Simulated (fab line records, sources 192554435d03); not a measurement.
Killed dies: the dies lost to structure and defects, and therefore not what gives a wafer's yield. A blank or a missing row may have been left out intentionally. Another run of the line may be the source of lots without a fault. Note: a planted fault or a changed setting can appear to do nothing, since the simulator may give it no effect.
fab line records ; flow n5Finfet
record lots=5; wafers=15; lastDay=19
route steps=1938 shown BEOL_M6@1251 BEOL_M7@1263 PASSIVATION@1936
lots that met no fault: taken from a fault-free run of the same line
startH: hours from the record's first day to the start of the lot's first wafer shown ; waitH: hours since the lot's step before ; " unchanged from the row above ; L1.1+2: a single row standing in for several wafers ; - no value, or no start was given ; * or withheld: withheld ; < > ~ a bound
route shown NAME@n: names a module that has steps shown in the file, with the first one's number in the route ; usual: average and standard deviation across the fault-free wafers ; same: alike in all rows ; chamber/n: place in a boat ; sites: per-site readings ; _std_site: standard deviation of those values ; _edge_site: mean of outer sites minus mean of inner sites ; radiusMm: for every site, how far away it sits from the centre of the wafer ; mask NAME#n: copy n ; behind: the last tool/chamber to shape the wafer ; hold: the reason the lot was held/the length of the hold in hours/how it ended ; device: whichever transistor did not switch (one of n, p or np) ; end of line: the same wafers' tests at the end of the route ; a step with no rows: only its recipe ; killed: the dies lost at the first sort to structure and to defects; this is not the yield of the wafer ; map: the dies of a wafer, with x for killed, . for not killed, _ for no die there
set.NAME: the setting as run; set.NAME@STEP: as run at that earlier step ; model.NAME: the simulator's own value behind a step, which no gauge read
a table for each step, a row for each wafer; lots at some steps of the route
services: from which hour (startH, from the record's first day; less than 0 if before it) a tool's chamber was out of use, for how many hours, and why
## steps
# step N5_BEOL_M6_ALD_77
# recipe material=TaN; targetThkA=20; tempC=275; aldPrecursorFamily=PDMAT; aldCoReactant=NH3; pressureTorr=3; carrierFlowSccm=1500; pulseTimeS=2; purgeTimeS=3; coReactantPurgeTimeS=2; coReactantPulseTimeS=3; aldCycles=40; precursorVesselTempC=75; precursorVesselPressureTorr=26.25; precursorVesselCarrierSccm=1000
# usual heaterPowerOuterW=223/21; heaterPowerW=409/37
# same purgeTimeS=3
lot.wafer;tool;chamber;startH;waitH;heaterPowerOuterW;heaterPowerW
L558.1;aldMetal-02;0;197.18;0.1;214;403
L558.4;aldMetal-02;2;197.18;0.1;207;370
L558.6;aldMetal-02;1;197.18;0.1;235;409
L565.1;aldMetal-04;3;252.61;0.0;243;443
L565.2;aldMetal-04;2;252.61;0.0;235;413
L565.3;aldMetal-04;1;252.61;0.0;226;380
L576.3;aldMetal-02;0;333.39;0.0;219;414
L576.5;aldMetal-02;1;333.39;0.0;230;418
L576.6;aldMetal-02;0;333.39;0.0;221;414
L579.1;aldMetal-04;0;362.51;0.0;217;393
L579.2;aldMetal-04;2;362.51;0.0;235;413
L579.4;aldMetal-04;1;362.51;0.0;190;322
L580.2;aldMetal-02;2;365.67;0.1;205;371
L580.3;aldMetal-02;3;365.67;0.1;186;371
L580.4;aldMetal-02;0;365.67;0.1;214;416
# step N5_BEOL_M6_SURFACE_TREAT_79
# recipe gas=Ar; timeS=*; ionEnergyEv=*; ionCurrentMaCm2=0.5; pressureMtorr=*; arFlowSccm=30
# step N5_BEOL_M6_CVD_78
# recipe material=Co; targetThkA=20; tempC=withheld; precursor=CCTBA/H2; pressureTorr=30; timeS=142.3
# step N5_BEOL_M6_SPUTTER_48
# recipe material=Cu; targetThkA=100; tempC=-20; biasV=60; powerW=26000; chamberPressurePa=0.13; timeS=1.667
# step N5_BEOL_M6_ECD_50
# recipe material=Cu; targetThkA=3000
# step N5_BEOL_M6_ANNEAL_51
# recipe tempC=225; timeS=90; ambient=N2
# usual wafer_temp_C_max=226.0/0.3
lot.wafer;tool;chamber;startH;waitH;wafer_temp_C_max
L558.1;rtpAnneal-02;0;200.35;1.0;226.5
L558.4;rtpAnneal-02;0;200.35;1.0;226.0
L558.6;rtpAnneal-02;0;200.35;1.0;226.3
L565.1;rtpAnneal-02;0;254.62;0.9;226.5
L565.2;rtpAnneal-02;0;254.62;0.9;226.3
L565.3;rtpAnneal-02;0;254.62;0.9;226.1
L576.3;rtpAnneal-01;0;334.94;0.4;225.9
L576.5;rtpAnneal-01;0;334.94;0.4;225.8
L576.6;rtpAnneal-01;0;334.94;0.4;225.6
L579.1;rtpAnneal-01;0;363.41;0.1;225.9
L579.2;rtpAnneal-01;0;363.41;0.1;225.5
L579.4;rtpAnneal-01;0;363.41;0.1;225.8
L580.2;rtpAnneal-01;0;366.43;0.1;225.9
L580.3;rtpAnneal-01;0;366.43;0.1;225.6
L580.4;rtpAnneal-01;0;366.43;0.1;226.0
# step N5_BEOL_M6_CMP_52
# recipe stopOn=SiCOH_lowk; tOverpolishS=6.9; downForcePsi=1; platenRpm=50; clearingPlatenDownForcePsi=1.5; clearingPlatenRpm=50; postCmpClean=cuAlkaline; targetThkNm=80; clearingPlatenPadVelocityMS=0.99484; padVelocityMS=0.99484
# usual barrierFieldEndpointS=29.2/0.82; motorCurrentA=5.8/0.54; overpolishRunS=6.900/0.0087; timeToEndpointS=63/3.4
lot.wafer;tool;chamber;startH;waitH;barrierFieldEndpointS;motorCurrentA;overpolishRunS;timeToEndpointS
L558.4;cmp-01;0;200.69;0.2;28.3;5.3;6.923;60
L558.1;cmp-01;1;200.69;0.2;29.2;6.0;6.900;62
L558.6;cmp-01;3;200.69;0.2;30.4;5.4;6.892;67
L565.2;cmp-02;0;254.91;0.2;29.5;6.7;6.902;64
L565.1;cmp-02;1;254.91;0.2;29.7;5.2;6.897;66
L565.3;cmp-02;2;254.91;0.2;28.4;5.9;6.896;63
L576.3;cmp-04;0;335.20;0.2;27.9;5.2;6.897;61
L576.6;cmp-04;3;335.20;0.2;28.2;6.2;6.901;60
L576.5;cmp-04;0;335.20;0.2;28.2;5.2;6.899;60
L579.1;cmp-02;2;363.70;0.3;28.0;5.5;6.891;61
L579.4;cmp-02;3;363.70;0.3;29.2;6.1;6.895;61
L579.2;cmp-02;0;363.70;0.3;29.1;6.9;6.887;64
L580.3;cmp-04;0;366.68;0.2;29.3;5.0;6.915;60
L580.2;cmp-04;2;366.68;0.2;28.8;5.5;6.909;57
L580.4;cmp-04;3;366.68;0.2;29.3;6.9;6.894;62
# step N5_BEOL_M6_THK_MEAS_53
# recipe thkMeasGauge=xrf; reads=Cu_of_BEOL_M6_ECD_50
# usual M6_THK=79.0/2.2
lot.wafer;tool;chamber;startH;waitH;M6_THK[nm]
L558.1;filmMetro-01;-;200.94;-;82.1
L558.4;filmMetro-01;-;200.94;-;76.8
L558.6;filmMetro-01;-;200.94;-;79.7
L565.1;filmMetro-01;-;255.21;-;79.7
L565.2;filmMetro-01;-;255.21;-;79.9
L565.3;filmMetro-01;-;255.21;-;79.3
L576.3;filmMetro-02;-;335.46;-;76.0
L576.5;filmMetro-02;-;335.46;-;75.4
L576.6;filmMetro-02;-;335.46;-;75.9
L579.1;filmMetro-02;-;364.00;-;77.3
L579.2;filmMetro-02;-;364.00;-;77.5
L579.4;filmMetro-02;-;364.00;-;78.8
L580.2;filmMetro-01;-;366.98;-;79.4
L580.3;filmMetro-01;-;366.98;-;81.1
L580.4;filmMetro-01;-;366.98;-;78.9
# step N5_BEOL_M6_PRE_CLEAN_55
# recipe gas=NH3; timeS=15; tempC=withheld; rfPowerW=300
# step N5_BEOL_M6_DEP_56
# recipe material=SiCN; targetThkA=100; tempC=withheld; precursor=3MS/NH3; pressureTorr=3; rfW=202; timeS=17.5
# step N5_BEOL_M6_RS_MEAS_57
# recipe thkMeasGauge=four-point-probe; reads=Cu_of_BEOL_M6_ECD_50+Co_of_BEOL_M6_CVD_78+TaN_of_BEOL_M6_ALD_77
# usual M6_RS=0.288/0.0089
lot.wafer;tool;chamber;startH;waitH;M6_RS[ohm/sq]
L558.1;filmMetro-02;-;201.07;0.1;0.276
L558.4;filmMetro-02;-;201.07;0.1;0.301
L558.6;filmMetro-02;-;201.07;0.1;0.288
L565.1;filmMetro-01;-;255.34;0.1;0.281
L565.2;filmMetro-01;-;255.34;0.1;0.280
L565.3;filmMetro-01;-;255.34;0.1;0.282
L576.3;filmMetro-01;-;335.59;0.1;0.297
L576.5;filmMetro-01;-;335.59;0.1;0.301
L576.6;filmMetro-01;-;335.59;0.1;0.298
L579.1;filmMetro-02;-;364.13;0.1;0.298
L579.2;filmMetro-02;-;364.13;0.1;0.295
L579.4;filmMetro-02;-;364.13;0.1;0.291
L580.2;filmMetro-01;-;367.11;0.1;0.285
L580.3;filmMetro-01;-;367.11;0.1;0.279
L580.4;filmMetro-01;-;367.11;0.1;0.290
# step N5_BEOL_M6_INSPECT_58
# recipe inspectInstrument=darkfield; mode=postDep
# usual rawDefectCount=71/25
lot.wafer;tool;chamber;startH;waitH;rawDefectCount
L558.1;defectInspect-02;-;201.10;0.0;61
L558.4;defectInspect-02;-;201.10;0.0;95
L558.6;defectInspect-02;-;201.10;0.0;80
L565.1;defectInspect-02;-;255.36;0.0;64
L565.2;defectInspect-02;-;255.36;0.0;36
L565.3;defectInspect-02;-;255.36;0.0;50
L576.3;defectInspect-01;-;335.61;0.0;98
L576.5;defectInspect-01;-;335.61;0.0;128
L576.6;defectInspect-01;-;335.61;0.0;94
L579.1;defectInspect-02;-;364.16;0.0;56
L579.2;defectInspect-02;-;364.16;0.0;90
L579.4;defectInspect-02;-;364.16;0.0;74
L580.2;defectInspect-02;-;367.13;0.0;68
L580.3;defectInspect-02;-;367.13;0.0;65
L580.4;defectInspect-02;-;367.13;0.0;46
# step N5_BEOL_M7_ILD_DEP_00
# recipe material=SiCOH_lowk; targetThkA=1797.5; tempC=300; precursor=DEMS/porogen; pressureTorr=5; rfW=500; timeS=33.4
# usual heaterPowerOuterW=153/28; heaterPowerW=324/47; showerheadPlenumPTorr=5.739/0.014; throttleValvePct=13.7/0.95
lot.wafer;tool;chamber;startH;waitH;heaterPowerOuterW;heaterPowerW;showerheadPlenumPTorr;throttleValvePct;model.SiCOH_lowk_of_BEOL_M7_ILD_DEP_00.thkNm
L558.1;pecvd-02;2;201.14;0.0;174;355;5.718;12.7;179.4
L558.4;pecvd-02;0;201.14;0.0;188;381;5.735;14.9;181
L558.6;pecvd-02;1;201.14;0.0;139;342;5.758;13.6;181.6
L565.1;pecvd-03;0;255.40;0.0;174;350;5.768;15.2;182.4
L565.2;pecvd-03;2;255.40;0.0;118;274;5.749;12.4;182.6
L565.3;pecvd-03;1;255.40;0.0;131;293;5.753;13.6;179.4
L576.3;pecvd-03;2;335.66;0.0;91;234;5.751;12.4;238
L576.5;pecvd-03;0;335.66;0.0;129;293;5.747;15.4;182.4
L576.6;pecvd-03;1;335.66;0.0;132;297;5.765;13.9;179.2
L579.1;pecvd-01;1;364.19;0.0;137;291;5.739;14.4;179
L579.2;pecvd-01;0;364.19;0.0;176;334;5.729;13.2;182.4
L579.4;pecvd-01;0;364.19;0.0;177;325;5.720;13.5;185.4
L580.2;pecvd-01;0;367.17;0.0;156;312;5.730;13.4;179.8
L580.3;pecvd-01;1;367.17;0.0;156;314;5.740;14.3;179.6
L580.4;pecvd-01;2;367.17;0.0;79;202;5.753;13.0;182.2
# step N5_BEOL_M7_CURE_74
# recipe tempC=385; timeS=240; ambient=He/Ar; material=SiCOH_lowk
# step N5_BEOL_M7_THK_MEAS_01
# recipe reads=SiCOH_lowk_of_BEOL_M7_ILD_DEP_00
# usual M7_ILD_THK=155.7/1.8
lot.wafer;tool;chamber;startH;waitH;M7_ILD_THK[nm]
L558.1;filmMetro-01;-;202.19;0.8;154.7
L558.4;filmMetro-01;-;202.19;0.8;156.2
L558.6;filmMetro-01;-;202.19;0.8;156.7
L565.1;filmMetro-02;-;255.98;0.4;157.2
L565.2;filmMetro-02;-;255.98;0.4;157.7
L565.3;filmMetro-02;-;255.98;0.4;154.6
L576.3;filmMetro-02;-;336.24;0.3;205.9
L576.5;filmMetro-02;-;336.24;0.3;157.4
L576.6;filmMetro-02;-;336.24;0.3;154.6
L579.1;filmMetro-01;-;364.77;0.4;154.3
L579.2;filmMetro-01;-;364.77;0.4;157.4
L579.4;filmMetro-01;-;364.77;0.4;159.8
L580.2;filmMetro-01;-;367.76;0.4;155.1
L580.3;filmMetro-01;-;367.76;0.4;154.9
L580.4;filmMetro-01;-;367.76;0.4;157.1
# step N5_BEOL_M7_PECVD_70
# recipe material=SiO2; targetThkA=200; tempC=400; precursor=TEOS/O2; pressureTorr=5.5; rfW=450; teosFlowSccm=53.8; gas=O2; flowSccm=3000; timeS=22.7
# step N5_BEOL_M7_HM_DEP_02
# recipe material=TiN; targetThkA=200; tempC=25; chamberPressurePa=0.49996
# step N5_BEOL_M7_COAT_59
# recipe resist=SOC; tempC=250; timeS=60; spinRpm=1500; resistThkNm=100
# step N5_BEOL_M7_COAT_60
# recipe resist=SiARC; tempC=220; timeS=60; spinRpm=1500; resistThkNm=35
# step N5_BEOL_M7_COAT_05
# recipe resist=CAR-ArF; spinRpm=1500; resistThkNm=90
# step N5_BEOL_M7_EBR_07
# recipe solvent=PGMEA; ebrWidthMm=1.5
# step N5_BEOL_M7_SOFTBAKE_06
# recipe tempC=110; timeS=60; resist=CAR-ArF
# step N5_BEOL_M7_EXPOSE_08
# recipe maskId=M7; na=1.35; sourceShape=dipole; sigmaInner=0.817; sigmaOuter=0.97; polarization=te; doseMj=68.25
# step N5_BEOL_M7_PEB_09
# recipe pebTempC=withheld; pebTimeS=60; resist=CAR-ArF
# step N5_BEOL_M7_DEVELOP_10
# recipe developTimeS=30; developer=TMAH; resist=CAR-ArF; rinseLiquid=diw; dry=airSpin; devTempC=23
# step N5_BEOL_M7_CD_MEAS_11
# recipe targetCdNm=38.5; landingEnergyEv=500; detector=seInlens; polarity=opening
# usual cdNm=38.7/0.45
lot.wafer;tool;chamber;startH;waitH;cdNm
L558.1;cdSem-03;0;202.97;-;38.7
L558.4;cdSem-03;0;202.97;-;38.0
L558.6;cdSem-03;0;202.97;-;38.4
L565.1;cdSem-02;0;257.10;-;38.9
L565.2;cdSem-02;0;257.10;-;37.8
L565.3;cdSem-02;0;257.10;-;37.9
L576.3;cdSem-03;0;337.28;-;38.5
L576.5;cdSem-03;0;337.28;-;38.8
L576.6;cdSem-03;0;337.28;-;38.7
L579.1;cdSem-02;0;366.55;-;38.7
L579.2;cdSem-02;0;366.55;-;38.7
L579.4;cdSem-02;0;366.55;-;39.5
L580.2;cdSem-01;0;369.90;-;40.0
L580.3;cdSem-01;0;369.90;-;39.5
L580.4;cdSem-01;0;369.90;-;39.0
# step N5_BEOL_M7_OVL_MEAS_12
# recipe pointsPerWafer=44
# usual M7_OVL=-0.5/0.8
lot.wafer;tool;chamber;startH;waitH;M7_OVL[nm]
L558.1;overlay-01;0;203.00;0.0;-0.2
L558.4;overlay-01;0;203.00;0.0;0.5
L558.6;overlay-01;0;203.00;0.0;-0.6
L565.1;overlay-01;0;257.13;0.0;1.2
L565.2;overlay-01;0;257.13;0.0;-0.5
L565.3;overlay-01;0;257.13;0.0;0.4
L576.3;overlay-02;0;337.31;0.0;1.0
L576.5;overlay-02;0;337.31;0.0;1.4
L576.6;overlay-02;0;337.31;0.0;0.0
L579.1;overlay-02;0;366.58;0.0;-0.5
L579.2;overlay-02;0;366.58;0.0;-1.1
L579.4;overlay-02;0;366.58;0.0;-0.5
L580.2;overlay-01;0;369.93;0.0;0.5
L580.3;overlay-01;0;369.93;0.0;0.1
L580.4;overlay-01;0;369.93;0.0;0.6
# step N5_BEOL_M7_INSPECT_13
# recipe mode=adi; inspectInstrument=brightfield
# usual rawDefectCount=415/100
lot.wafer;tool;chamber;startH;waitH;rawDefectCount
L558.1;defectInspect-01;-;203.02;0.0;483
L558.4;defectInspect-01;-;203.02;0.0;561
L558.6;defectInspect-01;-;203.02;0.0;428
L565.1;defectInspect-02;-;257.15;0.0;362
L565.2;defectInspect-02;-;257.15;0.0;252
L565.3;defectInspect-02;-;257.15;0.0;316
L576.3;defectInspect-01;-;337.33;0.0;595
L576.5;defectInspect-01;-;337.33;0.0;897
L576.6;defectInspect-01;-;337.33;0.0;484
L579.1;defectInspect-02;-;366.61;0.0;383
L579.2;defectInspect-02;-;366.61;0.0;459
L579.4;defectInspect-02;-;366.61;0.0;468
L580.2;defectInspect-02;-;370.02;0.1;685
L580.3;defectInspect-02;-;370.02;0.1;656
L580.4;defectInspect-02;-;370.02;0.1;380
# step N5_BEOL_M7_DESCUM_16
# recipe chemistry=O2; timeS=7.9; sourcePowerW=50; biasPowerW=20; pressureMtorr=20; rfFrequencyHz=2.712e+07; tempC=40; resist=CAR-ArF; o2FlowSccm=225
# step N5_BEOL_M7_ETCH_61
# recipe chemistry=CF4; target=SiARC; targetDepthA=455; maskMaterial=CAR-ArF; timeS=75.8; ionEnergyEv=80; pressureMtorr=40; sourceW=545; biasW=36; Ar_flow_sccm=100; cf4FlowSccm=100; ends=cleared
# step N5_BEOL_M7_ETCH_62
# recipe chemistry=N2/H2; target=SOC; targetDepthA=1100; overetchA=220; maskMaterial=SiARC; tempC=40; timeS=165; ionEnergyEv=200; pressureMtorr=30; sourceW=840; biasW=150; n2FlowSccm=200; h2FlowSccm=200
# step N5_BEOL_M7_STRIP_68
# recipe chemistry=N2/H2; tempC=40; n2FlowSccm=200; h2FlowSccm=200; rfFrequencyHz=6e+07
# step N5_BEOL_M7_STRIP_67
# recipe chemistry=CF4; resist=SiARC; powerW=300; biasPowerW=75; pressureMtorr=50; cf4FlowSccm=150; rfFrequencyHz=6e+07
# usual biasPowerW=75.03/0.25; drypumpMotorCurrentA=5.59/0.29; oesProductAu=0.76/0.073; powerW=299.9/0.87; rfVppV=271.5/1.5; showerheadPlenumPTorr=1.81/0.05; throttleValvePct=13.81/0.24
lot.wafer;tool;chamber;startH;waitH;biasPowerW;drypumpMotorCurrentA;oesProductAu;powerW;rfHoursCounterH;rfVppV;showerheadPlenumPTorr;throttleValvePct
L558.1;rieDiel-01;1;203.50;0.0;74.96;5.99;0.75;300.7;188;270.0;1.77;13.84
L558.4;rieDiel-01;0;203.50;0.0;75.06;5.75;0.71;300.0;193;269.1;1.79;13.85
L558.6;rieDiel-01;0;203.50;0.0;75.25;5.75;0.72;299.6;-;270.9;1.79;13.83
L565.1;rieDiel-03;3;257.42;0.0;74.99;5.43;0.72;300.2;216;273.2;1.78;14.02
L565.2;rieDiel-03;2;257.42;0.0;75.16;5.34;0.74;300.9;165;272.5;1.79;13.91
L565.3;rieDiel-03;1;257.42;0.0;74.94;5.94;0.90;299.8;18;273.6;1.89;13.50
L576.3;rieDiel-01;2;341.07;0.0;75.03;5.51;0.70;300.5;-;273.0;1.85;14.14
L576.5;rieDiel-01;2;341.07;0.0;74.99;5.49;0.70;299.9;-;272.5;1.85;14.15
L576.6;rieDiel-01;2;341.07;0.0;75.06;5.50;0.70;300.2;-;271.4;1.85;14.14
L579.1;rieDiel-02;3;367.04;0.0;75.70;5.02;0.86;299.3;72;274.3;1.89;13.69
L579.2;rieDiel-02;1;367.04;0.0;75.06;5.60;0.70;298.3;240;271.9;1.83;13.89
L579.4;rieDiel-02;0;367.04;0.0;75.29;5.78;0.79;299.6;105;270.8;1.75;13.41
L580.2;rieDiel-01;2;370.76;0.0;75.29;5.49;0.69;299.7;234;273.9;1.85;14.18
L580.3;rieDiel-01;1;370.76;0.0;74.55;6.06;0.70;299.9;247;269.8;1.76;13.97
L580.4;rieDiel-01;1;370.76;0.0;74.94;6.06;0.70;298.4;-;270.1;1.76;13.95
# step N5_BEOL_M7_HM_OPEN_17
# recipe chemistry=Cl2/BCl3; targetDepthA=200; overetchA=60; target=TiN; maskMaterial=SOC; ionEnergyEv=150; pressureMtorr=10; icpW=1000; biasW=126; Cl2_flow_sccm=53.25; bcl3FlowSccm=21.75; Ar_flow_sccm=25
# usual drypumpMotorCurrentA=5.7/0.44; oesProductAu=0.68/0.068; throttleValvePct=22.02/0.21
lot.wafer;tool;chamber;startH;waitH;drypumpMotorCurrentA;oesProductAu;rfHoursCounterH;throttleValvePct
L558.1;rieMetal-02;0;203.54;0.0;5.4;0.72;16;22.15
L558.4;rieMetal-02;1;203.54;0.0;5.7;0.65;-;21.79
L558.6;rieMetal-02;0;203.54;0.0;5.4;0.73;-;22.15
L565.1;rieMetal-03;1;257.46;0.0;5.5;0.73;20;21.90
L565.2;rieMetal-03;0;257.46;0.0;6.4;0.70;29;22.24
L565.3;rieMetal-03;1;257.46;0.0;5.5;0.74;-;21.90
L576.3;rieMetal-01;1;341.53;0.4;4.9;0.75;-;21.91
L576.5;rieMetal-01;1;341.53;0.4;5.0;0.77;-;21.93
L576.6;rieMetal-01;0;341.53;0.4;6.1;0.77;-;21.72
L579.1;rieMetal-02;1;367.18;0.1;5.7;0.64;58;21.81
L579.2;rieMetal-02;0;367.18;0.1;5.5;0.68;29;22.16
L579.4;rieMetal-02;1;367.18;0.1;5.8;0.63;-;21.80
L580.2;rieMetal-03;1;370.80;0.0;5.5;0.70;28;21.91
L580.3;rieMetal-03;0;370.80;0.0;6.4;0.68;-;22.25
L580.4;rieMetal-03;1;370.80;0.0;5.5;0.70;-;21.92
# step N5_BEOL_M7_STRIP_19
# recipe chemistry=O2; powerW=400; tempC=40; pressureMtorr=30; rfFrequencyHz=6e+07; biasPowerW=0; overashFraction=0.2; o2FlowSccm=225
# step N5_BEOL_M7_CD_MEAS_18
# recipe pitchNm=80; targetCdNm=40
# usual cdNm=40.1/0.62
lot.wafer;tool;chamber;startH;waitH;cdNm
L558.1;cdSem-02;-;203.72;0.0;39.9
L558.4;cdSem-02;-;203.72;0.0;40.2
L558.6;cdSem-02;-;203.72;0.0;40.0
L565.1;cdSem-01;-;257.64;0.0;40.9
L565.2;cdSem-01;-;257.64;0.0;40.0
L565.3;cdSem-01;-;257.64;0.0;39.1
L576.3;cdSem-03;-;341.72;0.1;40.6
L576.5;cdSem-03;-;341.72;0.1;41.1
L576.6;cdSem-03;-;341.72;0.1;41.1
L579.1;cdSem-01;-;367.36;0.0;40.3
L579.2;cdSem-01;-;367.36;0.0;40.4
L579.4;cdSem-01;-;367.36;0.0;41.2
L580.2;cdSem-02;-;370.98;0.1;41.2
L580.3;cdSem-02;-;370.98;0.1;40.5
L580.4;cdSem-02;-;370.98;0.1;41.2
# step N5_BEOL_M7_COAT_63
# recipe resist=SOC; tempC=250; timeS=60; spinRpm=1500; resistThkNm=60
# step N5_BEOL_M7_COAT_64
# recipe resist=SiARC; tempC=220; timeS=60; spinRpm=1500; resistThkNm=12
# step N5_BEOL_M7_COAT_71
# recipe resist=underlayer; tempC=205; timeS=60; spinRpm=1500; resistThkNm=5
# step N5_BEOL_M7_COAT_22
# recipe resist=CAR-EUV; spinRpm=1500; resistThkNm=30
# step N5_BEOL_M7_EBR_24
# recipe solvent=PGMEA; ebrWidthMm=1.5
# step N5_BEOL_M7_SOFTBAKE_23
# recipe tempC=110; timeS=60; resist=CAR-EUV
# step N5_BEOL_M7_CMP_52
# recipe stopOn=SiCOH_lowk; tOverpolishS=6.9; downForcePsi=1; platenRpm=50; clearingPlatenDownForcePsi=1.5; clearingPlatenRpm=50; postCmpClean=cuAlkaline; targetThkNm=80; clearingPlatenPadVelocityMS=0.99484; padVelocityMS=0.99484
# usual motorCurrentA=5.9/0.87
lot.wafer;tool;chamber;startH;waitH;motorCurrentA;model.SiCOH_lowk_of_BEOL_M7_ILD_DEP_00.thkNm
L558.4;cmp-01;3;209.04;0.1;5.0;153
L558.1;cmp-01;0;209.04;0.1;5.4;151.8
L558.6;cmp-01;0;209.04;0.1;5.4;153.6
L565.2;cmp-01;0;267.21;0.2;5.1;154.6
L565.3;cmp-01;1;267.21;0.2;6.0;151.8
L565.1;cmp-01;2;267.21;0.2;5.6;154.2
L576.3;cmp-01;1;347.70;0.2;6.2;202.8
L576.6;cmp-01;0;347.70;0.2;5.3;151.6
L576.5;cmp-01;1;347.70;0.2;6.4;154.4
L579.4;cmp-03;0;373.22;0.1;7.8;157
L579.2;cmp-03;1;373.22;0.1;5.7;154.2
L579.1;cmp-03;3;373.22;0.1;5.0;151.4
L580.4;cmp-01;0;374.75;0.1;5.4;154.2
L580.2;cmp-01;1;374.75;0.1;6.1;152
L580.3;cmp-01;3;374.75;0.1;5.3;151.8
# step N5_PASSIVATION_PROBE_49
# usual defectLimitedYield=91.1/1.4; killed_at_M0_to_M3=36/11; killed_at_M4_up=14/5.2; killedAtContacts=12/6.1; killedAtFrontEnd=40/12; killedAtOther=3.2/2.5; killedDies=105/16; killedOpen=68/12; killedShort=35/8.7; sort_bin_5_function=5.2/0.89; sort_bin_6_memory=3.3/0.66; sortNPass=1074/16; sortYieldPct=91.1/1.4
# same grossDies=1180; killedAtBackSide=0; sort_bin_4_leakage[%]=0; sort_bin_8_speed[%]=0
lot.wafer;tool;chamber;startH;waitH;defectLimitedYield[%];killed_at_M0_to_M3;killed_at_M4_up;killedAtContacts;killedAtFrontEnd;killedAtOther;killedDies;killedOpen;killedShort;sort_bin_5_function[%];sort_bin_6_memory[%];sortNPass;sortYieldPct[%]
L558.1;prober-02;-;307.91;0.0;92.2;36;25;7;19;5;92;57;32;4.5;3.2;1088;92.2
L558.4;prober-02;-;308.06;0.2;94.1;26;15;9;17;3;70;47;21;3.9;1.9;1110;94.1
L558.6;prober-02;-;308.16;0.3;91.9;41;20;9;24;2;96;59;36;4.2;3.4;1084;91.9
L576.3;prober-01;-;420.86;0.1;91.5;35;12;13;37;3;100;66;30;4.3;3.9;1080;91.5
L576.5;prober-01;-;420.96;0.2;91.2;28;14;21;34;7;104;65;36;5.9;2.5;1076;91.2
L576.6;prober-01;-;421.01;0.3;90.3;54;16;15;26;4;115;60;45;5.7;3.3;1065;90.3
# killed by level:class
L558.1 BEOL_M4:geometricParticle:open=11 BEOL_M3:geometricParticle:open=7 BEOL_M0_SAQP:geometricParticle:open=6 BEOL_M2:geometricParticle:open=6 BEOL_M4:geometricParticle:short=6 MOL_CONTACT_COAG:geometricParticle:open=5 BEOL_M0_SAQP:geometricParticle:short=5 BEOL_M2:geometricParticle:short=5
L558.4 MOL_CONTACT_COAG:geometricParticle:open=8 BEOL_M4:geometricParticle:open=7 BEOL_M0_SAQP:geometricParticle:short=6 BEOL_M3:geometricParticle:open=6 BEOL_M0_SAQP:geometricParticle:open=5 DUMMY_GATE:geometricParticle:open=4 FIN_SAQP:geometricParticle:short=3 STI_FIN_REVEAL:geometricParticle:open=3
L558.6 BEOL_M0_SAQP:geometricParticle:open=10 BEOL_M4:geometricParticle:open=8 FIN_SAQP:geometricParticle:short=6 MOL_CONTACT_COAG:geometricParticle:open=6 BEOL_M2:geometricParticle:open=6 BEOL_M3:geometricParticle:open=5 BEOL_M2:geometricParticle:short=5 DUMMY_GATE:geometricParticle:open=4
L576.3 MOL_CONTACT_COAG:geometricParticle:open=11 STI_FIN_REVEAL:geometricParticle:open=8 BEOL_M2:geometricParticle:open=8 GATE_CUT:geometricParticle:short=7 BEOL_M3:geometricParticle:open=7 BEOL_M0_SAQP:geometricParticle:open=6 GATE_CUT:geometricParticle:open=5 BEOL_M4:geometricParticle:open=4
L576.5 MOL_CONTACT_COAG:geometricParticle:open=14 BEOL_M0_SAQP:geometricParticle:open=7 BEOL_M2:geometricParticle:open=7 MOL_CONTACT_COAG:geometricParticle:short=6 GATE_CUT:geometricParticle:short=5 BEOL_M1:geometricParticle:open=5 BEOL_M4:geometricParticle:open=5 FIN_SAQP:geometricParticle:open=4
L576.6 BEOL_M0_SAQP:geometricParticle:short=13 MOL_CONTACT_COAG:geometricParticle:open=12 BEOL_M0_SAQP:geometricParticle:open=10 BEOL_M2:geometricParticle:open=9 BEOL_M3:geometricParticle:short=8 BEOL_M4:geometricParticle:open=7 FIN_SAQP:geometricParticle:short=6 BEOL_M3:geometricParticle:open=6
## services
tool;chamber;startH;hours;kind
cmp-03;-;173.24;4.4;repair
pecvd-01;-;175.72;2.8;pm
aldMetal-04;-;188.72;1.3;repair
cmp-02;-;190.77;2.5;repair
cmp-04;-;204.99;14.7;pm
pecvd-01;-;216.05;2.1;repair
pecvd-01;-;227.20;4.2;repair
cmp-04;-;231.45;1.2;repair
cmp-01;-;237.79;4.5;repair
aldMetal-02;3;260.21;36.9;repair
cmp-01;-;271.38;4.5;repair
aldMetal-04;-;277.25;0.8;repair
pecvd-01;1;308.21;9.5;repair
cmp-01;-;311.58;2.0;repair
cmp-04;-;313.29;1.4;repair
cmp-01;-;317.92;4.0;pm
cmp-01;-;325.08;1.0;repair
rieMetal-02;0;330.54;9.5;repair
rieDiel-01;-;333.19;2.8;pm
aldMetal-02;3;335.93;17.4;repair
aldMetal-04;-;337.25;14.0;pm
cmp-02;-;339.95;0.9;repair
cmp-04;-;368.88;4.0;pm
cmp-02;-;368.98;4.0;pm
## key
firstSign step=N5_BEOL_M7_THK_MEAS_01; reading=M7_ILD_THK; direction=up; sigmas=28; usual=155.7; struck=205.9
effect none on later readings
modelEffect step=N5_BEOL_M7_ILD_DEP_00; value=SiCOH_lowk_of_BEOL_M7_ILD_DEP_00.thkNm; without=179.4; struck=238
modelEffect step=N5_BEOL_M7_CMP_52; value=SiCOH_lowk_of_BEOL_M7_ILD_DEP_00.thkNm; without=151.8; struck=202.8
metAt N5_BEOL_M7_ILD_DEP_00
struckWafers L576.3
onsetBetween 255.40 335.66
fault kind=processParameterDrift; tool=pecvd-03; chamber=-; onsetH=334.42; steps=N5_BEOL_M7_ILD_DEP_00; channel=targetThkA; offset=*; shape=step; endH=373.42; scope=struckWafersOnly; actsIn=*; stated=*
